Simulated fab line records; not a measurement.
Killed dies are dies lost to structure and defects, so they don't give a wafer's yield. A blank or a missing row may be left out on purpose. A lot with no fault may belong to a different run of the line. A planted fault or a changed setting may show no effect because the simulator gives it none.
fab line records	flow nand_harc
record lots=12	wafers=36	last_day=24
route steps=1159 shown A_M1@1041 THIN_TSV@1119 END@1159
lots that met no fault: from a run of the same line without faults
start_h: hours from the record's first day to the start of the lot's first wafer shown	wait_h: hours elapsed since this lot's preceding step	" same as the row above	L1.1+2: one row covering several wafers at once	- no value present, or no start provided	* or withheld: withheld	< > ~ a bound
route shown NAME@n: a module of which the file shows steps, and the number in the route of the first	usual: the fault-free wafers' mean and standard deviation	same: alike in all rows	chamber/n: place in a boat	sites: the reading at each site	_std_site: the values' standard deviation	_edge_site: inner sites' mean taken away from outer sites' mean	radius_mm: for every site, how far away it sits from the centre of the wafer	mask NAME#n: copy n	behind: the last tool/chamber to shape the wafer	hold: cause of the lot's hold/its duration in hours/its outcome	device: the transistor (n, p or np) that didn't switch	end of line: tests of these same wafers at the route's end	where a step has no rows: the recipe by itself	killed: not the wafer's yield, but the dies lost to structure and defects at the first sort	map: per-die view of a wafer (x killed, . not killed, _ where there is no die)
set.NAME: the setting that was run; set.NAME@STEP: the one run at that earlier step	model.NAME: the simulator's own value behind a step, which no gauge read
steps of the route over a sample of lots; a table a step, a row a wafer
services: from which hour (start_h, from the record's first day; less than 0 if before it) a tool's chamber was out of use, for how many hours, and why
## steps
# step NHARC_A_M1_ETCH_15
# recipe target_depth_a=1825	time_s=91.2	c4f8_flow_sccm=withheld	ar_flow_sccm=400	rf_w=600	bias_w=300	chemistry=C4F8/Ar
# usual oes_product_au=0.959/0.018	rf_vpp_V=441.6/2.1
lot.wafer	tool	chamber	start_h	wait_h	oes_product_au	rf_hours_counter_h	rf_vpp_V
L353.3	rie_diel-11	0	404.78	-	0.969	2	441.0
L353.4	"	2	"	"	0.953	2	444.2
L353.6	"	0	"	"	0.966	-	439.2
L352.2	rie_diel-11	3	406.02	-	0.953	2	442.6
L352.1	"	0	"	"	0.962	2	438.8
L352.6	"	2	"	"	0.972	-	444.5
L351.4	rie_diel-02	3	407.20	-	0.992	2	438.4
L351.2	"	1	"	"	0.962	2	442.3
L351.6	"	2	"	"	0.966	-	443.7
L356.2	rie_diel-11	0	429.10	-	0.974	3	440.0
L356.3	"	1	"	"	0.968	4	437.1
L356.1	"	2	"	"	0.965	4	443.8
L359.4	rie_diel-02	2	452.09	-	0.969	3	444.1
L359.2	"	1	"	"	0.963	3	442.7
L359.5	"	3	"	"	0.979	-	438.4
L360.4	rie_diel-03	1	453.15	-	0.967	4	443.6
L360.1	"	0	"	"	0.954	5	440.1
L360.6	"	1	"	"	0.966	-	441.6
L363.4	rie_diel-03	3	470.95	-	0.968	5	445.2
L363.1	"	0	"	"	0.968	5	438.2
L363.5	"	2	"	"	0.975	-	441.5
L365.4	rie_diel-02	1	499.75	-	0.975	4	443.5
L365.1	"	2	"	"	0.965	4	442.5
L365.5	"	1	"	"	0.978	-	442.7
L366.3	rie_diel-02	0	514.14	-	0.970	0	440.1
L366.1	"	1	"	"	0.984	0	442.4
L366.6	"	2	"	"	0.975	-	442.2
L367.2	rie_diel-03	0	515.21	-	0.920	8	439.4
L367.4	"	2	"	"	0.920	6	441.0
L367.6	"	0	"	"	0.933	-	441.1
L369.3	rie_diel-02	0	520.69	-	0.979	0	440.1
L369.2	"	1	"	"	0.953	0	443.0
L369.4	"	2	"	"	0.960	0	443.8
L373.3	rie_diel-11	2	533.95	-	0.959	14	442.7
L373.4	"	1	"	"	0.970	14	438.7
L373.6	"	2	"	"	0.960	-	442.0
# step NHARC_THIN_TSV_ETCH_44
# recipe target_depth_a=15942	time_s=797.1	cf4_flow_sccm=150	o2_flow_sccm=10	ar_flow_sccm=0	rf_w=300	bias_w=800	chemistry=CF4/O2
# usual drypump_motor_current_A=5.7/0.53	o2_flow_sccm=10.00/0.03	oes_product_au=0.999/0.0076	rf_vpp_V=794/4.6	showerhead_plenum_p_Torr=1.83/0.073	throttle_valve_pct=16.914/0.009
lot.wafer	tool	chamber	start_h	wait_h	drypump_motor_current_A	o2_flow_sccm	oes_product_au	rf_hours_counter_h	rf_vpp_V	showerhead_plenum_p_Torr	throttle_valve_pct
L353.4	rie_diel-09	1	421.75	0.1	5.1	10.03	1.001	16	796	1.86	16.928
L353.3	"	2	"	"	6.5	9.98	0.995	15	790	1.76	16.929
L353.6	"	1	"	"	5.1	9.99	1.010	-	796	1.86	16.894
L352.1	rie_diel-12	3	426.03	0.1	6.4	9.97	1.002	3	797	1.87	16.921
L352.2	"	2	"	"	6.4	10.04	0.991	3	799	1.91	16.898
L352.6	"	0	"	"	5.9	10.02	1.006	-	788	1.71	16.915
L351.4	rie_diel-05	3	427.29	0.1	5.6	9.96	1.005	5	803	1.95	16.918
L351.2	"	1	"	"	5.1	10.01	1.004	5	787	1.73	16.913
L351.6	"	3	"	"	5.6	9.99	1.002	-	801	1.95	16.916
L356.1	rie_diel-09	0	448.40	0.1	5.1	10.01	0.997	1	800	1.93	16.908
L356.2	"	1	"	"	5.1	9.98	1.001	1	795	1.85	16.919
L356.3	"	2	"	"	6.5	10.03	0.997	1	790	1.76	16.920
L359.2	rie_diel-05	2	474.24	0.1	6.0	10.00	1.014	7	794	1.83	16.911
L359.5	"	0	"	"	5.8	10.00	1.005	-	790	1.77	16.921
L359.4	"	1	"	"	5.1	10.01	1.017	-	789	1.73	16.919
L360.1	rie_diel-05	2	475.92	0.2	6.0	9.97	0.994	7	796	1.83	16.896
L360.4	"	0	"	"	5.8	10.02	0.997	-	789	1.77	16.933
L360.6	"	2	"	"	6.1	9.96	1.001	-	793	1.83	16.917
L363.4	rie_diel-12	0	491.30	0.1	5.9	10.05	0.995	7	788	1.71	16.908
L363.1	"	1	"	"	5.4	10.03	1.003	7	788	1.76	16.914
L363.5	"	0	"	"	5.9	10.03	0.994	-	786	1.71	16.913
L365.1	rie_diel-09	3	519.71	0.1	5.4	9.95	1.000	9	795	1.84	16.915
L365.4	"	0	"	"	5.1	10.01	0.984	8	799	1.92	16.925
L365.5	"	2	"	"	6.4	10.01	1.004	-	789	1.75	16.918
L366.1	rie_diel-09	1	534.35	0.1	5.1	9.99	0.989	9	796	1.85	16.918
L366.3	"	0	"	"	5.1	10.00	0.989	9	799	1.92	16.905
L366.6	"	2	"	"	6.5	9.98	0.998	-	789	1.75	16.915
L367.2	rie_diel-05	1	535.54	0.1	5.0	9.96	1.005	1	787	1.73	16.904
L367.4	"	0	"	"	5.8	9.99	0.996	1	792	1.77	16.923
L367.6	"	1	"	"	5.0	9.94	0.994	-	789	1.73	16.930
L369.3	rie_diel-12	3	541.01	0.1	6.4	9.97	1.005	12	796	1.87	16.897
L369.2	"	0	"	"	5.9	10.00	0.999	11	785	1.71	16.918
L369.4	"	1	"	"	5.4	10.02	0.998	11	790	1.76	16.928
L373.4	rie_diel-05	2	556.93	0.1	6.0	10.03	1.019	3	796	1.83	16.903
L373.3	"	1	"	"	5.1	10.04	1.014	3	787	1.73	16.916
L373.6	"	2	"	"	6.0	10.03	1.018	-	794	1.83	16.932
# step NHARC_THIN_TSV_STRIP_62
# recipe power_w=1500	temp_c=250	time_s=20	chemistry=N2/H2
# usual drypump_motor_current_A=5.9/0.48	heater_power_w=336/26
lot.wafer	tool	chamber	start_h	wait_h	drypump_motor_current_A	heater_power_w	rf_hours_counter_h
L353.3	plasma_asher-02	0	424.32	-	5.8	347	-
L353.4	"	1	"	"	5.3	364	-
L353.6	"	1	"	"	5.3	376	-
L352.1	plasma_asher-02	1	428.44	-	5.3	373	20
L352.2	"	0	"	"	5.8	342	20
L352.6	"	1	"	"	5.3	374	-
L351.2	plasma_asher-02	0	429.60	-	5.8	340	20
L351.4	"	0	"	"	5.8	346	-
L351.6	"	1	"	"	5.3	380	-
L356.1	plasma_asher-01	1	451.41	-	5.7	329	59
L356.2	"	0	"	"	6.7	324	59
L356.3	"	0	"	"	6.6	306	-
L359.2	plasma_asher-02	0	476.85	-	5.8	352	39
L359.4	"	1	"	"	5.3	374	-
L359.5	"	1	"	"	5.3	380	-
L360.1	plasma_asher-02	0	478.25	-	5.9	342	40
L360.4	"	1	"	"	5.3	374	-
L360.6	"	1	"	"	5.3	374	-
L363.1	plasma_asher-02	1	493.62	-	5.3	368	44
L363.4	"	1	"	"	5.3	375	-
L363.5	"	1	"	"	5.3	369	-
L365.1	plasma_asher-01	0	522.13	-	6.6	313	19
L365.4	"	0	"	"	6.6	316	-
L365.5	"	0	"	"	6.6	328	-
L366.1	plasma_asher-02	1	536.70	-	5.3	375	56
L366.3	"	1	"	"	5.3	393	-
L366.6	"	1	"	"	5.3	369	-
L367.2	plasma_asher-01	1	539.25	-	5.7	306	24
L367.4	"	1	"	"	5.7	303	-
L367.6	"	0	"	"	6.7	326	-
L369.2	plasma_asher-01	0	544.17	-	6.7	319	28
L369.3	"	1	"	"	5.7	303	-
L369.4	"	0	"	"	6.6	314	-
L373.4	plasma_asher-01	1	559.69	-	5.8	304	-
L373.3	"	0	"	"	6.7	326	-
L373.6	"	0	"	"	6.7	324	-
# step NHARC_THIN_TSV_DEGAS_53
# recipe temp_c=300	time_s=60
# usual heater_power_w=469/39
lot.wafer	tool	chamber	start_h	wait_h	heater_power_w
L353.4	pvd_sputter-02	-	426.42	0.1	482
L353.3	"	-	"	"	437
L353.6	"	-	"	"	449
L352.2	pvd_sputter-02	-	430.62	0.1	493
L352.1	"	-	"	"	523
L352.6	"	-	"	"	449
L351.4	pvd_sputter-03	-	431.76	0.1	464
L351.2	"	-	"	"	437
L351.6	"	-	"	"	418
L356.3	pvd_sputter-02	-	453.59	0.1	484
L356.2	"	-	"	"	443
L356.1	"	-	"	"	419
L359.4	pvd_sputter-02	-	479.03	0.1	479
L359.2	"	-	"	"	426
L359.5	"	-	"	"	533
L360.1	pvd_sputter-03	-	480.41	0.1	452
L360.4	"	-	"	"	449
L360.6	"	-	"	"	447
L363.1	pvd_sputter-01	-	495.79	0.1	439
L363.4	"	-	"	"	487
L363.5	"	-	"	"	529
L365.4	pvd_sputter-02	-	524.40	0.1	424
L365.1	"	-	"	"	532
L365.5	"	-	"	"	436
L366.1	pvd_sputter-02	-	538.89	0.1	487
L366.3	"	-	"	"	429
L366.6	"	-	"	"	489
L367.4	pvd_sputter-02	-	541.41	0.1	489
L367.2	"	-	"	"	427
L367.6	"	-	"	"	479
L369.2	pvd_sputter-03	-	546.32	0.1	472
L369.4	"	-	"	"	437
L369.3	"	-	"	"	501
L373.3	pvd_sputter-02	-	561.83	0.1	446
L373.4	"	-	"	"	531
L373.6	"	-	"	"	492
# step NHARC_END_SORT_01
# recipe temp_c=25
# usual defect_limited_yield=95.6/1.7	killed_at_array=27/11	killed_at_other=0.7/0.93	killed_at_periphery=2.9/1.9	killed_dies=30/11	killed_open=3.1/1.7	killed_short=1.9/1.3	sort_bin_2_pct=1.4/0.68	sort_bin_3_pct=0.28/0.25	sort_bin_4_pct=2.8/1.1	sort_n_pass=647/11	sort_rim_yield_pct=95.4/2.7	sort_yield_pct=95.6/1.7
# same gross_dies=677	sort_bin_5_pct[%]=0	sort_bin_6_pct[%]=0	sort_bin_7_pct[%]=0	sort_bin_8_pct[%]=0	sort_rim_n_gross=106.00
lot.wafer	tool	chamber	start_h	wait_h	defect_limited_yield[%]	killed_at_array	killed_at_other	killed_at_periphery	killed_dies	killed_open	killed_short	sort_bin_2_pct[%]	sort_bin_3_pct[%]	sort_bin_4_pct[%]	sort_n_pass	sort_rim_yield_pct[%]	sort_yield_pct[%]
L363.1	prober-01	0	506.50	2.5	95.4	26	2	3	31	1	2	1.9	0	2.7	646	95.3	95.4
L363.4	prober-01	0	508.86	3.4	93.2	41	1	4	46	4	4	1.8	0.44	4.6	631	93.4	93.2
L363.5	prober-01	0	509.65	3.6	94.1	33	1	6	40	6	6	1.9	0.44	3.5	637	98.1	94.1
L365.1	prober-02	0	534.53	2.5	95.0	30	2	2	34	4	0	0.7	0.44	3.8	643	97.2	95.0
L366.1	prober-01	0	549.60	2.5	83.6	108	1	2	111	2	2	5.3	5.17	5.9	566	86.8	83.6
L366.3	prober-01	0	551.18	3.1	94.4	37	0	1	38	3	0	1.5	0.15	4.0	639	95.3	94.4
L366.6	prober-01	0	553.55	3.9	96.0	27	0	0	27	1	1	0.9	0.30	2.8	650	96.2	96.0
L367.2	prober-02	0	550.49	2.8	94.8	31	2	2	35	4	3	2.2	0.15	2.8	642	93.4	94.8
L367.4	prober-02	0	552.07	3.4	94.4	35	1	2	38	2	2	1.8	0	3.8	639	94.3	94.4
L367.6	prober-02	0	553.65	3.9	93.1	43	1	3	47	2	4	2.1	1.03	3.8	630	94.3	93.1
L369.2	prober-02	0	558.21	2.8	80.2	130	1	3	134	2	1	8.0	5.32	6.5	543	82.1	80.2
L369.3	prober-02	0	559.02	3.1	90.7	61	1	1	63	3	3	3.2	0.44	5.6	614	94.3	90.7
L369.4	prober-02	0	559.82	3.4	91.9	50	0	5	55	2	2	2.8	1.03	4.3	622	90.6	91.9
L373.3	prober-02	0	576.90	3.1	95.1	28	0	5	33	4	3	1.3	0.15	3.4	644	93.4	95.1
L373.4	prober-02	0	577.69	3.4	93.6	36	0	7	43	3	1	1.8	0.59	4.0	634	100.0	93.6
L373.6	prober-02	0	579.28	4.0	93.8	31	0	11	42	3	2	2.1	0.15	4.0	635	89.6	93.8
# killed by level:class
L363.1 A_SLIT:chamber_film_flake=10 A_CONTACT:chamber_film_flake=5 A_STAIRCASE:chamber_film_flake=4 A_CHANNEL_HOLE_D1:chamber_film_flake=3 P_M1:chamber_film_flake=2 THIN_TSV:chamber_film_flake=2 P_M0:geometric_particle:short=1 A_SOURCE_PLATE:geometric_particle:short=1
L363.4 A_SLIT:chamber_film_flake=17 A_CHANNEL_HOLE_D1:chamber_film_flake=9 A_CONTACT:chamber_film_flake=6 A_CONTACT:geometric_particle:short=2 A_BLC:geometric_particle:open=2 P_M1:chamber_film_flake=2 A_STAIRCASE:chamber_film_flake=2 P_CONTACT:geometric_particle:open=1
L363.5 A_SLIT:chamber_film_flake=18 A_CHANNEL_HOLE_D1:chamber_film_flake=4 A_CONTACT:chamber_film_flake=3 A_WL_FILL:geometric_particle:short=2 P_ZERO_WELL:chamber_film_flake=2 P_GATE:geometric_particle:short=1 P_GATE:geometric_particle:open=1 P_CONTACT:geometric_particle:open=1
L365.1 A_SLIT:chamber_film_flake=23 A_CHANNEL_HOLE_D1:chamber_film_flake=2 A_CONTACT:chamber_film_flake=2 THIN_TSV:chamber_film_flake=2 P_CONTACT:geometric_particle:open=1 P_M0:geometric_particle:open=1 A_ONON_D1:geometric_particle:open=1 A_SGD_CUT:geometric_particle:open=1
L366.1 A_M1:unspecified=84 A_SLIT:chamber_film_flake=11 A_CHANNEL_HOLE_D1:chamber_film_flake=4 A_CONTACT:geometric_particle:open=2 A_CONTACT:chamber_film_flake=2 A_M1:chamber_film_flake=2 A_ONON_D1:geometric_particle:short=1 A_WL_FILL:geometric_particle:short=1
L367.2 A_CHANNEL_HOLE_D1:chamber_film_flake=13 A_SLIT:chamber_film_flake=13 A_SOURCE_PLATE:geometric_particle:short=2 A_CONTACT:geometric_particle:open=2 THIN_TSV:chamber_film_flake=2 P_GATE:geometric_particle:open=1 P_CONTACT:geometric_particle:open=1 A_CONTACT:geometric_particle:short=1
L366.3 A_SLIT:chamber_film_flake=21 A_CHANNEL_HOLE_D1:chamber_film_flake=5 A_M1:chamber_film_flake=5 A_CONTACT:chamber_film_flake=3 P_GATE:geometric_particle:open=1 A_CONTACT:geometric_particle:open=1 A_M0:geometric_particle:open=1 A_WL_FILL:chamber_film_flake=1
L367.4 A_CHANNEL_HOLE_D1:chamber_film_flake=18 A_SLIT:chamber_film_flake=11 A_CONTACT:chamber_film_flake=2 P_STI:geometric_particle:short=1 A_ONON_D1:geometric_particle:open=1 A_WL_FILL:geometric_particle:open=1 A_M0:geometric_particle:short=1 P_ZERO_WELL:chamber_film_flake=1
L366.6 A_SLIT:chamber_film_flake=12 A_CHANNEL_HOLE_D1:chamber_film_flake=6 A_CONTACT:chamber_film_flake=3 A_M1:chamber_film_flake=3 A_ONON_D1:geometric_particle:short=1 A_CONTACT:geometric_particle:open=1 A_STAIRCASE:chamber_film_flake=1
L367.6 A_CHANNEL_HOLE_D1:chamber_film_flake=20 A_SLIT:chamber_film_flake=19 P_GATE:geometric_particle:short=1 P_CONTACT:geometric_particle:open=1 A_CHANNEL_HOLE_D1:geometric_particle:short=1 A_CHANNEL_HOLE_D1:geometric_particle:open=1 A_CHANNEL_FILL_D1:geometric_particle:short=1 A_STAIRCASE:geometric_particle:short=1
L369.2 A_M1:unspecified=85 A_CHANNEL_HOLE_D1:chamber_film_flake=18 A_SLIT:chamber_film_flake=12 A_CONTACT:chamber_film_flake=5 A_WL_FILL:chamber_film_flake=3 A_STAIRCASE:chamber_film_flake=2 A_M1:chamber_film_flake=2 P_M0:geometric_particle:short=1
L369.3 A_CHANNEL_HOLE_D1:chamber_film_flake=19 A_SLIT:chamber_film_flake=18 A_CONTACT:chamber_film_flake=12 A_CHANNEL_FILL_D1:chamber_film_flake=5 A_CONTACT:geometric_particle:open=2 A_SOURCE_PLATE:geometric_particle:short=1 A_ONON_D1:geometric_particle:short=1 A_BLC:geometric_particle:open=1
L369.4 A_CHANNEL_HOLE_D1:chamber_film_flake=21 A_SLIT:chamber_film_flake=14 A_CONTACT:chamber_film_flake=7 A_CHANNEL_FILL_D1:chamber_film_flake=4 A_M1:chamber_film_flake=2 P_CONTACT:geometric_particle:short=1 P_CONTACT:geometric_particle:open=1 A_WL_FILL:geometric_particle:short=1
L373.3 A_SLIT:chamber_film_flake=13 A_CHANNEL_HOLE_D1:chamber_film_flake=5 P_GATE:chamber_film_flake=3 A_WL_FILL:chamber_film_flake=2 P_M0:geometric_particle:open=1 A_SGD_CUT:geometric_particle:short=1 A_WL_FILL:geometric_particle:short=1 A_WL_FILL:geometric_particle:open=1
L373.4 A_SLIT:chamber_film_flake=22 A_CHANNEL_HOLE_D1:chamber_film_flake=9 P_GATE:chamber_film_flake=6 A_CONTACT:chamber_film_flake=2 P_GATE:geometric_particle:open=1 A_CHANNEL_FILL_D1:geometric_particle:open=1 A_SGD_CUT:geometric_particle:open=1 A_WL_FILL:geometric_particle:short=1
L373.6 A_SLIT:chamber_film_flake=15 A_CONTACT:chamber_film_flake=8 P_GATE:chamber_film_flake=7 P_ZERO_WELL:chamber_film_flake=2 A_ZERO_WELL:chamber_film_flake=2 A_CHANNEL_HOLE_D1:chamber_film_flake=2 P_CONTACT:geometric_particle:open=1 A_SOURCE_PLATE:geometric_particle:short=1
## services
tool	chamber	start_h	hours	kind
rie_diel-09	0	384.38	3.8	repair
rie_diel-12	-	389.06	1.5	repair
rie_diel-03	-	392.30	9.0	pm
pvd_sputter-02	-	393.13	10.0	pm
rie_diel-09	1	394.59	9.7	repair
rie_diel-09	-	431.12	9.0	pm
rie_diel-05	-	433.74	21.9	repair
plasma_asher-01	-	453.05	9.0	pm
rie_diel-09	1	453.67	8.4	repair
pvd_sputter-03	-	458.04	10.0	pm
rie_diel-12	2	462.04	9.5	repair
rie_diel-05	3	467.74	11.9	repair
rie_diel-11	2	474.17	2.4	repair
rie_diel-11	1	494.93	3.2	repair
rie_diel-02	-	504.70	9.0	pm
rie_diel-05	-	505.84	0.2	repair
rie_diel-11	-	511.81	0.2	repair
rie_diel-05	-	517.60	9.0	pm
rie_diel-09	-	520.22	0.5	repair
rie_diel-02	2	529.06	3.7	repair
plasma_asher-02	-	537.08	9.0	pm
rie_diel-11	1	539.57	2.2	repair
rie_diel-05	3	542.78	1.8	repair
rie_diel-11	-	543.74	9.0	pm
## key
first_sign step=NHARC_END_SORT_01	reading=killed_at_array	direction=up	sigmas=8.5	usual=27	struck=119
effect step=NHARC_END_SORT_01	reading=killed_dies	direction=up	sigmas=8.2	usual=30	struck=122
more_kills_born_at NHARC_A_M1_ETCH_15@rie_diel-02=168
met_at NHARC_A_M1_ETCH_15
struck_lots L366,L369
struck_wafers L366.1,L369.2
not_acting_at NHARC_THIN_TSV_ETCH_44,NHARC_THIN_TSV_STRIP_62,NHARC_THIN_TSV_DEGAS_53
onset_between 499.75 514.14
fault kind=chamber_particle_source	tool=rie_diel-02	chamber=1	onset_h=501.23	steps=NHARC_A_M1_ETCH_15	rate_per_visit_cm2=1.4747	end_h=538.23
